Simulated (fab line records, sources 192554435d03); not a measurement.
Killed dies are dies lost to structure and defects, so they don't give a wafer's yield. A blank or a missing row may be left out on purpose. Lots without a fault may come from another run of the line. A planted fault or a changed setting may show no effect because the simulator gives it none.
Chamber matching | flow n5_finfet | N5_SDB_STRIP_21 on rie_diel-01: 4 sister chambers
The step strips in CF4. 8 wafers are shown with their chamber, then 7 later ones without.

WAFERS WITH THEIR CHAMBER
wafer  | chamber | throttle_valve_pct (%) | oes_product_au (a.u.)
L895.6 | 2       | 13.89                  | 0.68
L900.2 | 2       | 13.91                  | 0.68
L900.5 | 0       | 13.57                  | 0.74
L902.1 | 3       | 13.33                  | 0.90
L902.3 | 1       | 13.89                  | 0.73
L902.4 | 3       | 13.30                  | 0.89
L903.2 | 1       | 13.91                  | 0.73
L903.5 | 0       | 13.61                  | 0.73

WAFERS WITHOUT THEIR CHAMBER
wafer  | throttle_valve_pct (%) | oes_product_au (a.u.)
L903.6 | 13.91                  | 0.73
L909.1 | 13.62                  | 0.72
L909.4 | 13.37                  | 0.91
L909.5 | 13.34                  | 0.87
L910.2 | 13.39                  | 0.92
L910.4 | 13.64                  | 0.71
L910.5 | 13.96                  | 0.72

WHICH CHAMBER EACH WENT THROUGH
wafer  | from the rows above | in truth
L903.6 | 1                   | 1
L909.1 | 0                   | 0
L909.4 | 3                   | 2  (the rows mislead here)
L909.5 | 3                   | 3
L910.2 | 3                   | 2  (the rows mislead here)
L910.4 | 0                   | 0
L910.5 | 1                   | 1
Placed correctly: 5 of 7. Can't be placed from these rows: 0. Placed wrongly: 2.
How it was worked out, from the rows above alone: a wafer's distance from a chamber is the root of the sum, over the readings, of the square of ((its reading less the chamber's mean) divided by the reading's scatter). The wafer belongs to the nearest chamber; if the next one is less than 2 further off, it can't be placed. A chamber's mean is the mean of its shown wafers. The scatter: the root of (the sum of the squares of (reading less its chamber's mean) over the shown wafers, divided by (wafers less chambers)).
